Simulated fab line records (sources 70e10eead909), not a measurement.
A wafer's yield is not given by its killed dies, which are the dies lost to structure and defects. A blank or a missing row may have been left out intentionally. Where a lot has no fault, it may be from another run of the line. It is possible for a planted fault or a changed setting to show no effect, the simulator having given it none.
Matching of chambers :: flow nand_harc :: cmp-01 running NHARC_P_BONDPAD_CMP_32: 4 sister chambers
The step polishes SiCN, target thk 200 nm. 14 wafers are shown with their chamber, then 7 later ones without.

== WAFERS PAIRED WITH THEIR CHAMBERS ==
wafer: L074.1
chamber: 2
motor_current_A (A): 10.8
edge_zone_pressure_frac: 1.002

wafer: L074.2
chamber: 1
motor_current_A (A): 13.2
edge_zone_pressure_frac: 1.002

wafer: L074.5
chamber: 3
motor_current_A (A): 13.2
edge_zone_pressure_frac: 0.995

wafer: L081.1
chamber: 3
motor_current_A (A): 13.2
edge_zone_pressure_frac: 1.002

wafer: L081.3
chamber: 2
motor_current_A (A): 11.1
edge_zone_pressure_frac: 0.998

wafer: L081.5
chamber: 0
motor_current_A (A): 12.7
edge_zone_pressure_frac: 1.001

wafer: L084.1
chamber: 2
motor_current_A (A): 11.3
edge_zone_pressure_frac: 0.995

wafer: L084.4
chamber: 1
motor_current_A (A): 12.6
edge_zone_pressure_frac: 0.998

wafer: L084.6
chamber: 1
motor_current_A (A): 12.6
edge_zone_pressure_frac: 1.000

wafer: L085.1
chamber: 1
motor_current_A (A): 13.6
edge_zone_pressure_frac: 1.004

wafer: L085.2
chamber: 3
motor_current_A (A): 14.6
edge_zone_pressure_frac: 1.004

wafer: L085.5
chamber: 0
motor_current_A (A): 12.4
edge_zone_pressure_frac: 1.000

wafer: L086.1
chamber: 0
motor_current_A (A): 12.7
edge_zone_pressure_frac: 0.991

wafer: L086.2
chamber: 2
motor_current_A (A): 10.4
edge_zone_pressure_frac: 0.990

SIGNATURES, as means of the wafers listed above
reading: motor_current_A
chamber 0: 12.600
chamber 1: 13.000
chamber 2: 10.900
chamber 3: 13.667
scatter within a chamber: 0.505

reading: edge_zone_pressure_frac
chamber 0: 0.99733
chamber 1: 1.00100
chamber 2: 0.99625
chamber 3: 1.00033
scatter within a chamber: 0.0045
Rule: for each reading, subtract the chamber's mean from the wafer's reading, divide by that reading's scatter and square the result; add these up over the readings and take the root, which gives the wafer's distance from the chamber. The wafer belongs to the nearest chamber; if the next one is less than 2 further off, it can't be placed. The scatter: the root of (the sum of the squares of (reading less its chamber's mean) over the shown wafers, divided by (wafers less chambers)).

== WAFERS WHOSE CHAMBER IS MISSING ==
wafer: L086.5
motor_current_A (A): 11.6
edge_zone_pressure_frac: 0.998

wafer: L092.1
motor_current_A (A): 12.6
edge_zone_pressure_frac: 0.994

wafer: L092.4
motor_current_A (A): 13.3
edge_zone_pressure_frac: 1.002

wafer: L092.6
motor_current_A (A): 12.4
edge_zone_pressure_frac: 0.995

wafer: L097.3
motor_current_A (A): 10.9
edge_zone_pressure_frac: 0.993

wafer: L097.4
motor_current_A (A): 12.5
edge_zone_pressure_frac: 0.998

wafer: L097.6
motor_current_A (A): 13.3
edge_zone_pressure_frac: 0.990

== EACH ONE'S CHAMBER ==
wafer: L086.5
from the rows above: can't be placed: 2 or 0 or 1
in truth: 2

wafer: L092.1
from the rows above: can't be placed: 0 or 1 or 3
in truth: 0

wafer: L092.4
from the rows above: can't be placed: 1 or 3 or 0
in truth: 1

wafer: L092.6
from the rows above: can't be placed: 0 or 1
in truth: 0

wafer: L097.3
from the rows above: 2
in truth: 2

wafer: L097.4
from the rows above: can't be placed: 0 or 1
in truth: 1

wafer: L097.6
from the rows above: can't be placed: 0 or 3 or 1
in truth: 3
Placed correctly: 1 of 7. Cannot be placed on the basis of these rows: 6; the candidates contain the true chamber in 6. 0 placed wrongly.
